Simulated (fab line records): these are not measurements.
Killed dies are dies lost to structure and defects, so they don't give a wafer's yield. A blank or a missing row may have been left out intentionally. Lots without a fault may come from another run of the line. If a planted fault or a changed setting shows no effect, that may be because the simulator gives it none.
Chamber matching    flow n5_finfet    N5_FIN_SAQP_DESCUM_21 on rie_diel-01 has 4 sister chambers
The step chemistry O2, time 7.9 s. 8 wafers are shown with their chamber, then 7 later ones without.

== WAFERS WITH THEIR CHAMBER ==
wafer   chamber  showerhead_plenum_p_Torr (Torr)  drypump_motor_current_A (A)
L080.6  3        2.05                             5.7
L083.2  2        2.05                             6.3
L083.5  0        1.99                             6.1
L084.1  2        2.05                             6.4
L084.2  0        1.99                             6.1
L084.4  1        2.09                             5.3
L091.1  1        2.08                             5.3
L091.4  3        2.05                             5.7

== WAFERS WITH NO CHAMBER GIVEN ==
wafer   showerhead_plenum_p_Torr (Torr)  drypump_motor_current_A (A)
L091.5  2.05                             5.7
L092.1  2.08                             5.3
L092.3  2.04                             5.7
L092.6  1.98                             6.1
L093.2  2.08                             5.3
L093.4  1.98                             6.0
L093.6  2.04                             6.3

== WHICH CHAMBER EACH ONE RAN IN ==
wafer   from the rows above  in truth
L091.5  3                    3
L092.1  1                    1
L092.3  3                    3
L092.6  0                    0
L093.2  1                    1
L093.4  0                    0
L093.6  2                    2
Correct placement for 7 of the 7. Not placeable from these rows: 0. Number placed wrongly: 0.
How it was worked out, from the rows above alone: a wafer's distance from a chamber is the root of the sum, over the readings, of the square of ((its reading less the chamber's mean) divided by the reading's scatter). If the next closest chamber is less than 2 further off than the closest, the wafer can't be placed; otherwise it belongs to the closest. Each chamber's mean is taken over the wafers shown for it. The scatter: take each reading less its chamber's mean, square it, sum over the shown wafers, divide by the number of wafers less the number of chambers, and take the root.
